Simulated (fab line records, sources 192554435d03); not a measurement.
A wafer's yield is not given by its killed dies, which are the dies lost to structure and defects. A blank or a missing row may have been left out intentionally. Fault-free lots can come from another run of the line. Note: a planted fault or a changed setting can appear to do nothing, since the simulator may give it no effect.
Which tool did it? | flow n5 finfet | Sampling: 24 lots, 72 wafers, 6 of 1938 route steps

== WHAT EACH GAUGE READ, for each wafer ==
Not one reading of a measure or inspect step in the record can be checked against a usual standard deviation.

== EACH LOT AND THE TOOL THAT RAN IT (in order: tool; ch and the chambers of the sampled wafers; start) ==
lot  | N5_BEOL_M8_CURE_75            | N5_BEOL_M9_ANNEAL_51             | N5_BEOL_M10_DESCUM_33              | N5_BEOL_M10_ETCH_66                | N5_BEOL_M10_VIA_ETCH_34            | N5_BEOL_M10_SURFACE_TREAT_76
L075 | uv cure-03 ch 0, day 10 04:37 | rtp anneal-01 ch 0, day 10 16:59 | rie diel-02 ch 2,3, day 10 23:07   | rie diel-02 ch 2,3, day 10 23:13   | rie diel-02 ch 2,3, day 10 23:20   | pvd sputter-02, day 11 00:47
L074 | uv cure-01 ch 2, day 10 04:54 | rtp anneal-02 ch 0, day 10 16:38 | rie diel-01 ch 0,3, day 10 22:58   | rie diel-01 ch 0,3, day 10 23:03   | rie diel-01 ch 0,3, day 10 23:11   | pvd sputter-02, day 11 00:34
L076 | uv cure-01 ch 1, day 10 23:14 | rtp anneal-01 ch 0, day 11 10:57 | rie diel-05 ch 0,3, day 11 16:19   | rie diel-05 ch 0,3, day 11 16:25   | rie diel-05 ch 0,3, day 11 16:32   | pvd sputter-03, day 11 18:10
L077 | uv cure-03 ch 1, day 10 23:29 | rtp anneal-01 ch 0, day 11 11:25 | rie diel-01 ch 0,3, day 11 16:35   | rie diel-01 ch 0,3, day 11 16:40   | rie diel-01 ch 0,3, day 11 16:47   | pvd sputter-01, day 11 20:34
L078 | uv cure-03 ch 2, day 11 03:43 | rtp anneal-01 ch 0, day 11 13:45 | rie diel-01 ch 0,3, day 11 19:22   | rie diel-01 ch 0,3, day 11 19:27   | rie diel-01 ch 0,3, day 11 19:34   | pvd sputter-02, day 11 20:47
L081 | uv cure-01 ch 2, day 11 12:49 | rtp anneal-01 ch 0, day 11 22:16 | rie diel-02 ch 1,2,3, day 12 04:02 | rie diel-02 ch 1,2,3, day 12 04:07 | rie diel-02 ch 1,2,3, day 12 04:14 | pvd sputter-01, day 12 05:26
L082 | uv cure-02 ch 2, day 11 23:29 | rtp anneal-01 ch 0, day 12 10:43 | rie diel-05 ch 0,1,2, day 12 15:26 | rie diel-05 ch 0,1,2, day 12 15:31 | rie diel-05 ch 0,1,2, day 12 15:38 | pvd sputter-03, day 12 17:10
L080 | uv cure-01 ch 1, day 12 02:57 | rtp anneal-02 ch 0, day 12 14:40 | rie diel-05 ch 0,2,3, day 12 19:15 | rie diel-05 ch 0,2,3, day 12 19:20 | rie diel-05 ch 0,2,3, day 12 19:28 | pvd sputter-02, day 12 20:53
L079 | uv cure-01 ch 1, day 12 04:23 | rtp anneal-01 ch 0, day 12 14:46 | rie diel-01 ch 0,1,2, day 12 18:52 | rie diel-01 ch 0,1,2, day 12 18:57 | rie diel-01 ch 0,1,2, day 12 19:04 | pvd sputter-01, day 12 20:43
L084 | uv cure-01 ch 2, day 12 05:41 | rtp anneal-01 ch 0, day 12 17:28 | rie diel-05 ch 2,3, day 12 22:56   | rie diel-05 ch 2,3, day 12 23:01   | rie diel-05 ch 2,3, day 12 23:08   | pvd sputter-03, day 13 00:33
L083 | uv cure-01 ch 0, day 12 16:10 | rtp anneal-01 ch 0, day 13 00:44 | rie diel-02 ch 0,2,3, day 13 06:32 | rie diel-02 ch 0,2,3, day 13 06:37 | rie diel-02 ch 0,2,3, day 13 06:44 | pvd sputter-03, day 13 08:46
L086 | uv cure-03 ch 0, day 12 19:52 | rtp anneal-02 ch 0, day 13 05:22 | rie diel-01 ch 2,3, day 13 12:10   | rie diel-01 ch 2,3, day 13 12:16   | rie diel-01 ch 2,3, day 13 12:23   | pvd sputter-02, day 13 13:54
L085 | uv cure-01 ch 1, day 12 23:10 | rtp anneal-02 ch 0, day 13 10:21 | rie diel-05 ch 0,2,3, day 13 15:11 | rie diel-05 ch 0,2,3, day 13 15:17 | rie diel-05 ch 0,2,3, day 13 15:24 | pvd sputter-03, day 13 18:31
L090 | uv cure-01 ch 0, day 13 12:27 | rtp anneal-02 ch 0, day 13 19:41 | rie diel-05 ch 0,2,3, day 13 23:11 | rie diel-05 ch 0,2,3, day 13 23:16 | rie diel-05 ch 0,2,3, day 13 23:23 | pvd sputter-02, day 14 02:19
L087 | uv cure-01 ch 1, day 13 13:16 | rtp anneal-02 ch 0, day 14 01:22 | rie diel-01 ch 1,2,3, day 14 06:49 | rie diel-01 ch 1,2,3, day 14 06:55 | rie diel-01 ch 1,2,3, day 14 07:02 | pvd sputter-03, day 14 08:53
L088 | uv cure-01 ch 0, day 13 18:35 | rtp anneal-01 ch 0, day 14 05:31 | rie diel-01 ch 1,2,3, day 14 10:02 | rie diel-01 ch 1,2,3, day 14 10:07 | rie diel-01 ch 1,2,3, day 14 10:14 | pvd sputter-02, day 14 13:22
L089 | uv cure-01 ch 0, day 13 23:59 | rtp anneal-02 ch 0, day 14 10:27 | rie diel-05 ch 2,3, day 14 18:39   | rie diel-05 ch 2,3, day 14 18:44   | rie diel-05 ch 2,3, day 14 18:51   | pvd sputter-03, day 14 20:11
L092 | uv cure-03 ch 2, day 14 07:49 | rtp anneal-01 ch 0, day 14 22:22 | rie diel-05 ch 1,2, day 15 04:23   | rie diel-05 ch 1,2, day 15 04:29   | rie diel-05 ch 1,2, day 15 04:36   | pvd sputter-03, day 15 06:27
L091 | uv cure-02 ch 2, day 14 08:13 | rtp anneal-01 ch 0, day 14 23:02 | rie diel-01 ch 1,2, day 15 06:37   | rie diel-01 ch 1,2, day 15 06:41   | rie diel-01 ch 1,2, day 15 06:49   | pvd sputter-03, day 15 10:22
L093 | uv cure-03 ch 1, day 14 10:25 | rtp anneal-01 ch 0, day 15 02:04 | rie diel-02 ch 1,2,3, day 15 06:41 | rie diel-02 ch 1,2,3, day 15 06:46 | rie diel-02 ch 1,2,3, day 15 06:54 | pvd sputter-02, day 15 10:31
L094 | uv cure-03 ch 1, day 15 02:40 | rtp anneal-02 ch 0, day 15 13:25 | rie diel-01 ch 0,2, day 15 19:26   | rie diel-01 ch 0,2, day 15 19:31   | rie diel-01 ch 0,2, day 15 19:38   | pvd sputter-03, day 15 23:11
L095 | uv cure-02 ch 2, day 15 13:38 | rtp anneal-02 ch 0, day 16 04:22 | rie diel-05 ch 1,2,3, day 16 10:24 | rie diel-05 ch 1,2,3, day 16 10:29 | rie diel-05 ch 1,2,3, day 16 10:37 | pvd sputter-01, day 16 12:02
L097 | uv cure-01 ch 1, day 15 17:32 | rtp anneal-01 ch 0, day 16 06:47 | rie diel-05 ch 0,3, day 16 10:52   | rie diel-05 ch 0,3, day 16 10:57   | rie diel-05 ch 0,3, day 16 11:05   | pvd sputter-01, day 16 12:23
L096 | uv cure-03 ch 2, day 15 17:59 | rtp anneal-01 ch 0, day 16 07:13 | rie diel-01 ch 0,3, day 16 11:05   | rie diel-01 ch 0,3, day 16 11:11   | rie diel-01 ch 0,3, day 16 11:18   | pvd sputter-03, day 16 14:13
- N5_BEOL_M8_CURE_75: cures SiCOH lowk, time 120 s.
- N5_BEOL_M9_ANNEAL_51: time 90 s.
- N5_BEOL_M10_DESCUM_33: chemistry O2, time 7.9 s.
- N5_BEOL_M10_ETCH_66: etches SOC in N2/H2, target depth 120 nm, overetch 24 nm, time 180 s.
- N5_BEOL_M10_VIA_ETCH_34: etches SiCOH lowk in C4F6/O2, target depth 184.5 nm, time 69.2 s.
- N5_BEOL_M10_SURFACE_TREAT_76

== WHAT THE TOOLS THEMSELVES READ (means of the sampled wafers that have a number; where no wafer has one, the mark that the record gives instead) ==
N5_BEOL_M8_CURE_75.
lot  | tool       | lamp power pct (%) | wafer_temp_C_max
L075 | uv cure-03 | 52.33              | 372.7
L074 | uv cure-01 | 52.31              | 371.0
L076 | uv cure-01 | 52.32              | 371.4
L077 | uv cure-03 | 52.29              | 370.9
L078 | uv cure-03 | 52.30              | 371.0
L081 | uv cure-01 | 52.40              | 370.6
L082 | uv cure-02 | 52.33              | 373.3
L080 | uv cure-01 | 52.30              | 371.3
L079 | uv cure-01 | 52.32              | 371.2
L084 | uv cure-01 | 52.28              | 371.2
L083 | uv cure-01 | 52.33              | 373.4
L086 | uv cure-03 | 52.26              | 372.1
L085 | uv cure-01 | 52.31              | 371.0
L090 | uv cure-01 | 52.34              | 373.0
L087 | uv cure-01 | 52.36              | 371.7
L088 | uv cure-01 | 52.33              | 373.2
L089 | uv cure-01 | 52.33              | 372.4
L092 | uv cure-03 | 52.28              | 371.0
L091 | uv cure-02 | 52.35              | 373.9
L093 | uv cure-03 | 52.26              | 371.3
L094 | uv cure-03 | 52.38              | 370.7
L095 | uv cure-02 | 52.30              | 372.9
L097 | uv cure-01 | 52.30              | 371.5
L096 | uv cure-03 | 52.34              | 371.4

N5_BEOL_M9_ANNEAL_51.
lot  | tool          | wafer_temp_C_max
L075 | rtp anneal-01 | 226.2
L074 | rtp anneal-02 | 226.0
L076 | rtp anneal-01 | 226.2
L077 | rtp anneal-01 | 226.5
L078 | rtp anneal-01 | 226.4
L081 | rtp anneal-01 | 226.4
L082 | rtp anneal-01 | 226.6
L080 | rtp anneal-02 | 226.0
L079 | rtp anneal-01 | 226.4
L084 | rtp anneal-01 | 226.2
L083 | rtp anneal-01 | 226.3
L086 | rtp anneal-02 | 225.8
L085 | rtp anneal-02 | 225.8
L090 | rtp anneal-02 | 226.0
L087 | rtp anneal-02 | 225.8
L088 | rtp anneal-01 | 226.3
L089 | rtp anneal-02 | 226.0
L092 | rtp anneal-01 | 226.6
L091 | rtp anneal-01 | 226.2
L093 | rtp anneal-01 | 226.4
L094 | rtp anneal-02 | 225.8
L095 | rtp anneal-02 | 226.0
L097 | rtp anneal-01 | 226.2
L096 | rtp anneal-01 | 226.1

N5_BEOL_M10_DESCUM_33.
lot  | tool        | drypump motor current A (A) | oes product au (a.u.) | rf vpp V (V) | showerhead plenum p Torr (Torr) | throttle valve pct (%)
L075 | rie diel-02 | 5.9                         | 0.86                  | 244.4        | 2.19                            | 20.53
L074 | rie diel-01 | 5.7                         | 0.78                  | 242.7        | 2.04                            | 20.17
L076 | rie diel-05 | 5.8                         | 0.96                  | 244.8        | 2.18                            | 20.42
L077 | rie diel-01 | 5.7                         | 0.77                  | 241.7        | 2.03                            | 20.18
L078 | rie diel-01 | 5.7                         | 0.77                  | 242.1        | 2.03                            | 20.18
L081 | rie diel-02 | 6.0                         | 0.84                  | 243.8        | 2.17                            | 20.34
L082 | rie diel-05 | 5.9                         | 0.77                  | 243.4        | 2.12                            | 20.41
L080 | rie diel-05 | 5.8                         | 0.85                  | 244.3        | 2.18                            | 20.49
L079 | rie diel-01 | 6.0                         | 0.73                  | 242.8        | 2.09                            | 20.54
L084 | rie diel-05 | 5.8                         | 0.77                  | 245.2        | 2.18                            | 20.55
L083 | rie diel-02 | 5.9                         | 0.77                  | 244.4        | 2.15                            | 20.39
L086 | rie diel-01 | 5.0                         | 0.76                  | 241.3        | 2.00                            | 20.18
L085 | rie diel-05 | 5.8                         | 0.84                  | 244.7        | 2.18                            | 20.51
L090 | rie diel-05 | 5.8                         | 0.83                  | 244.4        | 2.18                            | 20.51
L087 | rie diel-01 | 5.4                         | 0.74                  | 242.6        | 2.06                            | 20.38
L088 | rie diel-01 | 5.4                         | 0.74                  | 242.4        | 2.06                            | 20.38
L089 | rie diel-05 | 5.8                         | 0.75                  | 244.8        | 2.18                            | 20.58
L092 | rie diel-05 | 5.9                         | 0.77                  | 243.7        | 2.11                            | 20.37
L091 | rie diel-01 | 5.7                         | 0.73                  | 243.5        | 2.12                            | 20.56
L093 | rie diel-02 | 6.0                         | 0.82                  | 244.6        | 2.17                            | 20.37
L094 | rie diel-01 | 5.5                         | 0.67                  | 241.2        | 2.00                            | 20.58
L095 | rie diel-05 | 6.1                         | 0.92                  | 243.7        | 2.14                            | 20.10
L097 | rie diel-05 | 6.0                         | 0.87                  | 245.1        | 2.21                            | 20.39
L096 | rie diel-01 | 6.2                         | 0.71                  | 243.0        | 2.04                            | 20.45

N5_BEOL_M10_ETCH_66.
lot  | tool        | drypump motor current A (A) | n2 flow sccm (sccm) | oes product au (a.u.) | rf vpp V (V) | showerhead plenum p Torr (Torr) | throttle valve pct (%)
L075 | rie diel-02 | 5.9                         | 200.2               | 0.68                  | 527.0        | 2.64                            | 17.82
L074 | rie diel-01 | 5.7                         | 200.0               | 0.64                  | 522.4        | 2.49                            | 17.62
L076 | rie diel-05 | 5.8                         | 200.0               | 0.78                  | 526.5        | 2.62                            | 17.62
L077 | rie diel-01 | 5.7                         | 199.6               | 0.63                  | 521.9        | 2.48                            | 17.62
L078 | rie diel-01 | 5.7                         | 200.4               | 0.63                  | 523.9        | 2.48                            | 17.63
L081 | rie diel-02 | 6.1                         | 199.8               | 0.67                  | 526.4        | 2.65                            | 17.75
L082 | rie diel-05 | 5.9                         | 200.3               | 0.63                  | 524.4        | 2.57                            | 17.82
L080 | rie diel-05 | 5.8                         | 199.2               | 0.69                  | 526.6        | 2.63                            | 17.79
L079 | rie diel-01 | 5.9                         | 200.3               | 0.59                  | 523.0        | 2.53                            | 17.92
L084 | rie diel-05 | 5.8                         | 199.6               | 0.63                  | 525.7        | 2.65                            | 17.93
L083 | rie diel-02 | 6.0                         | 200.7               | 0.62                  | 525.9        | 2.61                            | 17.80
L086 | rie diel-01 | 5.0                         | 199.2               | 0.61                  | 521.7        | 2.45                            | 17.69
L085 | rie diel-05 | 5.8                         | 199.9               | 0.68                  | 526.4        | 2.63                            | 17.79
L090 | rie diel-05 | 5.8                         | 200.0               | 0.68                  | 527.1        | 2.63                            | 17.79
L087 | rie diel-01 | 5.4                         | 200.3               | 0.60                  | 523.9        | 2.51                            | 17.85
L088 | rie diel-01 | 5.4                         | 200.2               | 0.60                  | 523.1        | 2.51                            | 17.85
L089 | rie diel-05 | 5.8                         | 200.2               | 0.60                  | 526.6        | 2.64                            | 17.95
L092 | rie diel-05 | 5.9                         | 200.4               | 0.62                  | 524.9        | 2.58                            | 17.84
L091 | rie diel-01 | 5.7                         | 199.5               | 0.59                  | 524.8        | 2.57                            | 18.00
L093 | rie diel-02 | 6.1                         | 199.9               | 0.65                  | 526.4        | 2.64                            | 17.79
L094 | rie diel-01 | 5.5                         | 199.6               | 0.55                  | 522.3        | 2.43                            | 17.98
L095 | rie diel-05 | 6.1                         | 200.3               | 0.73                  | 525.2        | 2.60                            | 17.48
L097 | rie diel-05 | 6.0                         | 200.4               | 0.70                  | 526.7        | 2.65                            | 17.61
L096 | rie diel-01 | 6.2                         | 199.8               | 0.58                  | 522.4        | 2.48                            | 17.80

N5_BEOL_M10_VIA_ETCH_34.
lot  | tool        | drypump motor current A (A) | oes_f_703_au (a.u.) | oes product au (a.u.) | rf vpp V (V) | showerhead plenum p Torr (Torr) | throttle valve pct (%)
L075 | rie diel-02 | 5.9                         | 0.85                | 0.86                  | 661          | 2.96                            | 20.99
L074 | rie diel-01 | 5.7                         | 0.78                | 0.78                  | 661          | 2.82                            | 20.89
L076 | rie diel-05 | 5.8                         | 0.96                | 0.98                  | 673          | 2.96                            | 20.84
L077 | rie diel-01 | 5.7                         | 0.77                | 0.78                  | 661          | 2.81                            | 20.89
L078 | rie diel-01 | 5.7                         | 0.77                | 0.78                  | 662          | 2.81                            | 20.90
L081 | rie diel-02 | 6.1                         | 0.84                | 0.84                  | 668          | 2.95                            | 20.81
L082 | rie diel-05 | 5.9                         | 0.76                | 0.77                  | 672          | 2.88                            | 20.92
L080 | rie diel-05 | 5.8                         | 0.85                | 0.86                  | 665          | 2.96                            | 20.94
L079 | rie diel-01 | 6.0                         | 0.72                | 0.72                  | 672          | 2.84                            | 21.02
L084 | rie diel-05 | 5.8                         | 0.78                | 0.77                  | 656          | 2.97                            | 21.03
L083 | rie diel-02 | 6.0                         | 0.77                | 0.78                  | 669          | 2.92                            | 20.84
L086 | rie diel-01 | 5.0                         | 0.75                | 0.77                  | 654          | 2.76                            | 20.83
L085 | rie diel-05 | 5.8                         | 0.84                | 0.83                  | 666          | 2.96                            | 20.95
L090 | rie diel-05 | 5.8                         | 0.84                | 0.83                  | 665          | 2.96                            | 20.95
L087 | rie diel-01 | 5.4                         | 0.75                | 0.75                  | 661          | 2.82                            | 20.91
L088 | rie diel-01 | 5.4                         | 0.74                | 0.74                  | 662          | 2.82                            | 20.91
L089 | rie diel-05 | 5.8                         | 0.76                | 0.74                  | 657          | 2.96                            | 21.06
L092 | rie diel-05 | 5.8                         | 0.75                | 0.75                  | 664          | 2.88                            | 20.91
L091 | rie diel-01 | 5.8                         | 0.73                | 0.73                  | 670          | 2.87                            | 20.98
L093 | rie diel-02 | 6.1                         | 0.81                | 0.81                  | 667          | 2.94                            | 20.84
L094 | rie diel-01 | 5.5                         | 0.66                | 0.67                  | 665          | 2.74                            | 21.06
L095 | rie diel-05 | 6.1                         | 0.91                | 0.92                  | 662          | 2.91                            | 20.57
L097 | rie diel-05 | 6.0                         | 0.89                | 0.87                  | 663          | 2.97                            | 20.76
L096 | rie diel-01 | 6.2                         | 0.70                | 0.71                  | 670          | 2.81                            | 21.09

== THE ANSWER, worked out from the rows above alone ==
Rule: the usual values come from the lots themselves. The widest of any qualifying gaps counts: lots, ordered by their means at a reading, are off when they make up no more than a third of the lots, leave a main group of 4 or more, and stand apart from it by 3 or more times the standard deviation of that group's means. Not used: any main group whose means are identical at the precision the tables above print for the reading. Also off: a lot with no number at a reading for which 4 or more lots have one. The other lots that the step has rows for count as sound. Order of review: gauges by route order, followed by the tools' own readings, for which a lot's mean as printed above is used. At the first step where some lot is off, the reading lying furthest off is the one used; lots without a number count as furthest.
No lot is off on any of the readings shown, so nothing can be concluded from this.

== WHAT THE SIMULATOR HAD INSERTED ==
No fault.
